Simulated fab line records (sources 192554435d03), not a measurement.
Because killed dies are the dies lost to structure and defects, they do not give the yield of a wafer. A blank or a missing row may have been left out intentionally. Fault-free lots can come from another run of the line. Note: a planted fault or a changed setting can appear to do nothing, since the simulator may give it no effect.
A struck lot beside a sound one :: flow n5-finfet :: 15 steps out of a route of 1938
Sound: wafers L685.1, L685.4, L685.6. Struck: wafer L675.6 (L675.2, L675.4, from the same lot, were not struck and are left out); the cause is given at the end.
Per side, at each step with rows, come the tool, then ch with its chambers, and then its first start. Under that, the readings that differ: sound wafers :: struck wafers :: difference of the means :: sigmas: that difference in standard deviations of wafers without a fault.
alike: same words and numbers on both sides, and readings whose means sit less than 2 such deviations apart. not compared: any withheld reading, any reading some wafer has no value for, any bound like >300 that may hide the same value, and any number with overlapping values for which the record gives no deviation.
The two part at a step that has a row with sigmas, a row that says differs or no value, or rows on one side only. Numbers that don't overlap but have no deviation are shown without sigmas and don't part them. A reading that every wafer of one side lacks parts them only if that side has two wafers or more.

first, 8 steps without rows for these wafers: N5_BEOL_M3_COAT_68 (time 60 s, resist thk 12 nm); N5_BEOL_M3_COAT_76 (time 60 s, resist thk 5 nm); N5_BEOL_M3_COAT_22 (resist thk 30 nm); N5_BEOL_M3_EBR_24; N5_BEOL_M3_SOFTBAKE_23 (time 60 s); N5_BEOL_M3_EXPOSE_25 (exposes mask V2, defocus 5 nm); N5_BEOL_M3_PEB_26 (peb time 60 s); N5_BEOL_M3_DEVELOP_27 (develop time 30 s).
N5_BEOL_M3_CD_MEAS_28: target cd 25.7 nm, target cd y 23.3 nm.
  sound on cd-sem-02 ch 0, day 11 13:26; struck on cd-sem-01 ch 0, day 8 03:04
  alike: cd-nm
N5_BEOL_M3_OVL_MEAS_29:
  sound on overlay-01 ch 0, day 11 13:29; struck on overlay-01 ch 0, day 8 03:06
  alike: V2_OVL
N5_BEOL_M3_INSPECT_30: inspects for defects (brightfield).
  sound on defect-inspect-01, day 11 13:32; struck on defect-inspect-02, day 8 03:10
reading: raw-defect-count
sound: 345 387 339
struck: 760
difference: +403
sigmas: +4
N5_BEOL_M3_DESCUM_33: chemistry O2, time 7 s.
  sound on rie-diel-03 ch 2,3, day 11 13:34; struck on rie-diel-02 ch 3, day 8 03:11
reading: showerhead-plenum-p-Torr (Torr)
sound: 2.23 2.24 2.23
struck: 2.02
difference: -0.21
sigmas: -3

reading: throttle-valve-pct (%)
sound: 20.28 20.36 20.28
struck: 20.73
difference: +0.42
sigmas: +2
  alike: drypump-motor-current-A, oes-product-au, rf-vpp-V
  not compared: rf-hours-counter-h
N5_BEOL_M3_ETCH_77: etches underlayer in N2/H2, target depth 6.5 nm, time 5.2 s.
  sound on rie-diel-03 ch 2,3, day 11 13:36; struck on rie-diel-02 ch 3, day 8 03:13
reading: etch-rf-on-time-s (s)
sound: 5.28 5.15 5.27
struck: 6.72
difference: +1.49
sigmas: +16

reading: oes-product-au (a.u.)
sound: 0.75 0.84 0.73
struck: 0.59
difference: -0.18
sigmas: -2

reading: rf-vpp-V (V)
sound: 529.4 527.6 528.1
struck: 520.4
difference: -8.0
sigmas: -3

reading: showerhead-plenum-p-Torr (Torr)
sound: 2.70 2.71 2.70
struck: 2.47
difference: -0.23
sigmas: -2
  alike: drypump-motor-current-A, h2-flow-sccm, throttle-valve-pct
  not compared: rf-hours-counter-h
N5_BEOL_M3_ETCH_69: etches SiARC in CF4, target depth 15.6 nm, time 26 s.
  sound on rie-diel-03 ch 2,3, day 11 13:37; struck on rie-diel-02 ch 3, day 8 03:14
reading: showerhead-plenum-p-Torr (Torr)
sound: 2.26 2.27 2.26
struck: 2.08
difference: -0.18
sigmas: -2

reading: throttle-valve-pct (%)
sound: 15.41 15.44 15.39
struck: 15.93
difference: +0.52
sigmas: +2
  alike: drypump-motor-current-A, etch-rf-on-time-s, mfc-ar-sccm, oes-product-au, rf-vpp-V
  not compared: rf-hours-counter-h
N5_BEOL_M4_RC_MEAS_101:
  sound on prober-02 ch 0, day 13 08:41; struck on prober-02 ch 0, day 9 09:14
reading: IOFF_N (nA/um)
sound: 0.187 0.158 0.201
struck: 0.135
difference: -0.047
sigmas: -2

reading: VT_N (mV)
sound: 246.6 250.5 247.1
struck: 255.2
difference: +7.1
sigmas: +3
  alike: DIBL_N, DIBL_P, IOFF_P, ION_N, ION_P, SS_N, SS_P, VT_P

## WHERE THEY PART
At N5_BEOL_M3_INSPECT_30 first; at N5_BEOL_M4_RC_MEAS_101 last (within this record only).

WHY: the cause the simulator had injected
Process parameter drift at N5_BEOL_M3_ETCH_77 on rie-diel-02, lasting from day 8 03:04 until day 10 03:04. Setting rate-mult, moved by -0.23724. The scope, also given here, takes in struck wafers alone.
